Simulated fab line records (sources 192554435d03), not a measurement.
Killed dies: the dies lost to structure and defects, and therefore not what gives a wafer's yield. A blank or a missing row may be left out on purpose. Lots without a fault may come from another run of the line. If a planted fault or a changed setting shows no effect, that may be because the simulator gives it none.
Matching of chambers ; flow n5_finfet ; N5_MOL_CONTACT_COAG_ETCH_65 on rie_diel-02 has 4 sister chambers
The step etches underlayer in N2/H2, target depth 13 nm, time 10.4 s. 16 wafers are shown with their chamber, then 8 later ones without.

== WAFERS WITH THEIR CHAMBER ==
wafer;chamber;showerhead_plenum_p_Torr (Torr);drypump_motor_current_A (A);throttle_valve_pct (%)
L076.1;1;2.56;5.2;17.82
L076.4;2;2.41;5.3;18.26
L076.6;2;2.41;5.3;18.26
L078.2;1;2.56;5.2;17.85
L078.4;3;2.66;5.1;18.41
L078.6;3;2.66;5.1;18.40
L081.1;2;2.41;5.3;18.29
L081.2;1;2.56;5.3;17.85
L081.6;2;2.41;5.3;18.28
L083.2;0;2.44;6.2;17.76
L083.4;1;2.56;5.2;17.85
L083.6;3;2.66;5.1;18.42
L088.2;0;2.43;6.1;17.80
L088.3;2;2.40;5.3;18.29
L088.4;3;2.65;5.1;18.46
L089.1;1;2.55;5.2;17.87

SIGNATURES (means of the wafers above)
reading;chamber 0;chamber 1;chamber 2;chamber 3;scatter within a chamber
showerhead_plenum_p_Torr;2.4350;2.5580;2.4080;2.6575;0.00487
drypump_motor_current_A;6.150;5.220;5.300;5.100;0.0329
throttle_valve_pct;17.7800;17.8480;18.2760;18.4225;0.0206
Rule: for each reading, subtract the chamber's mean from the wafer's reading, divide by that reading's scatter and square the result; add these up over the readings and take the root, which gives the wafer's distance from the chamber. The wafer belongs to the nearest chamber; if the next one is less than 2 further off, it can't be placed. The scatter is the square root of a quotient: the sum, over the shown wafers, of each reading's squared deviation from its chamber's mean, divided by wafers minus chambers.

== WAFERS MISSING THEIR CHAMBER ==
wafer;showerhead_plenum_p_Torr (Torr);drypump_motor_current_A (A);throttle_valve_pct (%)
L089.4;2.43;6.2;17.79
L089.6;2.55;5.2;17.87
L093.2;2.40;5.3;18.31
L093.3;2.43;6.2;17.80
L093.4;2.55;5.2;17.87
L097.3;2.39;5.3;18.32
L097.4;2.54;5.2;17.87
L097.5;2.64;5.1;18.46

== WHICH CHAMBER EACH WENT THROUGH ==
wafer;from the rows above;in truth
L089.4;0;0
L089.6;1;1
L093.2;2;2
L093.3;0;0
L093.4;1;1
L097.3;2;2
L097.4;1;1
L097.5;3;3
Correct placement for 8 of the 8. Not placeable from these rows: 0. Wrongly placed: 0.
